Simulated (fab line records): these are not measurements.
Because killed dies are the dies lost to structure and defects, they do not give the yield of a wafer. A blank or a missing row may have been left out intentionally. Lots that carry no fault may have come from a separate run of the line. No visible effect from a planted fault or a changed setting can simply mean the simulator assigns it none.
Chamber matching | flow nand harc | NHARC_A_M0_ETCH_34 on rie diel-13: 4 sister chambers
The step etches the open film in N2/H2, target depth 40 nm, overetch 12 nm, time 43.94 s. 14 wafers are shown with their chamber, then 7 later ones without.

== EACH WAFER AND ITS CHAMBER ==
wafer  | chamber | showerhead plenum p Torr (Torr) | oes product au (a.u.) | rf vpp V (V)
L074.1 | 3       | 1.96                            | 1.006                 | 430.8
L074.4 | 3       | 1.96                            | 1.009                 | 428.4
L074.6 | 1       | 2.09                            | 1.009                 | 431.6
L082.1 | 1       | 2.09                            | 1.023                 | 432.0
L082.2 | 3       | 1.96                            | 1.021                 | 427.3
L082.6 | 1       | 2.09                            | 1.014                 | 431.6
L088.1 | 2       | 2.14                            | 1.021                 | 434.4
L088.3 | 1       | 2.09                            | 1.007                 | 432.1
L088.4 | 0       | 2.08                            | 0.978                 | 430.6
L089.1 | 1       | 2.09                            | 1.001                 | 432.9
L089.3 | 2       | 2.14                            | 1.026                 | 433.9
L089.4 | 3       | 1.96                            | 1.009                 | 428.6
L091.3 | 0       | 2.07                            | 0.978                 | 432.6
L091.5 | 2       | 2.14                            | 1.019                 | 433.4

SIGNATURES (averages over the wafers above)
reading                  | chamber 0 | chamber 1 | chamber 2 | chamber 3 | scatter within a chamber
showerhead plenum p Torr | 2.0750    | 2.0900    | 2.1400    | 1.9600    | 0.00224
oes product au           | 0.97800   | 1.01080   | 1.02200   | 1.01125   | 0.00657
rf vpp V                 | 431.600   | 432.040   | 433.900   | 428.775   | 1
Rule: for a wafer and a chamber, the distance is found by dividing, reading by reading, the gap between the wafer's reading and the chamber's mean by the reading's scatter, squaring, summing and taking the root. The wafer belongs to the nearest chamber; if the next one is less than 2 further off, it can't be placed. The scatter: take each reading less its chamber's mean, square it, sum over the shown wafers, divide by the number of wafers less the number of chambers, and take the root.

== WAFERS WITHOUT THEIR CHAMBER ==
wafer  | showerhead plenum p Torr (Torr) | oes product au (a.u.) | rf vpp V (V)
L091.6 | 1.96                            | 1.009                 | 428.0
L093.1 | 2.14                            | 1.018                 | 433.8
L093.4 | 2.07                            | 0.996                 | 431.9
L093.6 | 2.14                            | 1.022                 | 434.3
L094.1 | 2.07                            | 1.001                 | 430.0
L094.2 | 1.96                            | 1.011                 | 427.8
L094.5 | 2.07                            | 1.001                 | 432.1

== THE CHAMBER EACH PASSED THROUGH ==
wafer  | from the rows above | in truth
L091.6 | 3                   | 3
L093.1 | 2                   | 2
L093.4 | 0                   | 0
L093.6 | 2                   | 2
L094.1 | 0                   | 0
L094.2 | 3                   | 3
L094.5 | 0                   | 0
Correctly placed: 7 of 7. Number that these rows cannot place: 0. Wrongly placed: 0.
